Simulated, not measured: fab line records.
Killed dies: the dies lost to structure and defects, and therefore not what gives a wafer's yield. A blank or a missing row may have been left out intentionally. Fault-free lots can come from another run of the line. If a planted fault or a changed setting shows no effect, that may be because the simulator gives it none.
A struck lot beside a sound one -- flow nandHarc -- 15 steps out of a route of 1159
Sound: wafers L640.1, L640.2, L640.5. Struck: wafers L650.1, L650.6 (left out: L650.2, a lot-mate that was not struck); the cause follows at the end.
For every step that has rows: the tool of each side, followed by ch and its chambers, followed by its first start. Under that, the readings that differ: sound wafers -- struck wafers -- difference of the means -- sigmas: that difference in standard deviations of wafers without a fault.
alike: readings whose means differ by less than 2 such deviations, and words and numbers that are the same on both sides. not compared: withheld readings, readings that some wafer has no value for, bounds like >300 that may hide the same value, and numbers for which the record gives no deviation and whose values overlap.
Wherever a step has rows on one side only, a row that says differs or no value, or a row with sigmas, the two part there. Numbers that don't overlap but have no deviation are shown without sigmas and don't part them. A reading missing from all wafers of one side parts the sides only when that side holds two or more wafers.

first, 7 steps without rows for these wafers: NHARC_A_CONTACT_COAT_62 (time 65 s); NHARC_A_CONTACT_COAT_63 (resist thk 90 nm); NHARC_A_CONTACT_SOFTBAKE_64 (time 55 s); NHARC_A_CONTACT_EBR_65; NHARC_A_CONTACT_EXPOSE_66 (exposes mask A CC 2); NHARC_A_CONTACT_PEB_67 (peb time 65 s); NHARC_A_CONTACT_DEVELOP_68 (develop time 35 s).
NHARC_A_CONTACT_CD_MEAS_69: the cd target is 200 nm.
  sound on cdSem-02 ch 0, day 18 22:19; struck on cdSem-01 ch 0, day 20 10:35
  alike: cdNm
NHARC_A_CONTACT_OVL_MEAS_70:
  struck on overlay-02, day 20 10:40; sound on overlay-01, day 18 22:24
  alike: overlayXNm, overlayYNm
NHARC_A_CONTACT_INSPECT_71:
  struck on defectInspect-01, day 20 10:43; sound on defectInspect-02, day 18 22:26
  alike: rawDefectCount
NHARC_A_CONTACT_DESCUM_74: chemistry O2, time 3 s.
  sound on rieDiel-01 ch 0,1,2, day 18 22:31; struck on rieDiel-01 ch 3, day 20 10:47
reading,sound,struck,difference,sigmas
rfVppV (V),59.1 58.1 57.4,55.2 57.2,-2.0,-2
  alike: drypumpMotorCurrentA, oesProductAu, showerheadPlenumPTorr, throttleValvePct
  not compared: rfHoursCounterH
NHARC_A_CONTACT_ETCH_75: etches the open film in CF4, target depth 39 nm, time 65 s.
  sound on rieDiel-01 ch 1,3, day 18 22:35; struck on rieDiel-01 ch 0,2, day 20 10:52
  alike: drypumpMotorCurrentA, oesProductAu, rfVppV, showerheadPlenumPTorr, throttleValvePct
  not compared: rfHoursCounterH
NHARC_A_CONTACT_ETCH_76: etches the open film in N2/H2, target depth 260 nm, time 475.3 s.
  sound on rieDiel-01 ch 1,3, day 18 22:43; struck on rieDiel-01 ch 1,3, day 20 10:59
reading,sound,struck,difference,sigmas
oesProductAu (a.u.),1.003 1.002 1.002,0.840 0.859,-0.153,-18
  alike: drypumpMotorCurrentA, rfVppV, showerheadPlenumPTorr, throttleValvePct
  not compared: rfHoursCounterH
NHARC_A_CONTACT_ETCH_77: etches the open film in CF4/CHF3, target depth 72.6 nm, time 36.3 s.
  sound on rieDiel-01 ch 0,1,3; struck on rieDiel-01 ch 1,3
  alike: drypumpMotorCurrentA, oesProductAu, rfVppV, showerheadPlenumPTorr, throttleValvePct
  not compared: rfHoursCounterH
-- jump in the record: it breaks off in module A_CONTACT and resumes in module END (first step shown: number 1159 of the route), and 3 days separate the struck wafers' starts before and after --
NHARC_END_SORT_01:
  here the record holds rows for the struck wafers (prober-01 ch 0, day 23 08:05) but none for the sound ones

## WHERE THEY PART
Earliest at NHARC_A_CONTACT_DESCUM_74; latest, in this record, at NHARC_END_SORT_01.

WHY: the cause the simulator had injected
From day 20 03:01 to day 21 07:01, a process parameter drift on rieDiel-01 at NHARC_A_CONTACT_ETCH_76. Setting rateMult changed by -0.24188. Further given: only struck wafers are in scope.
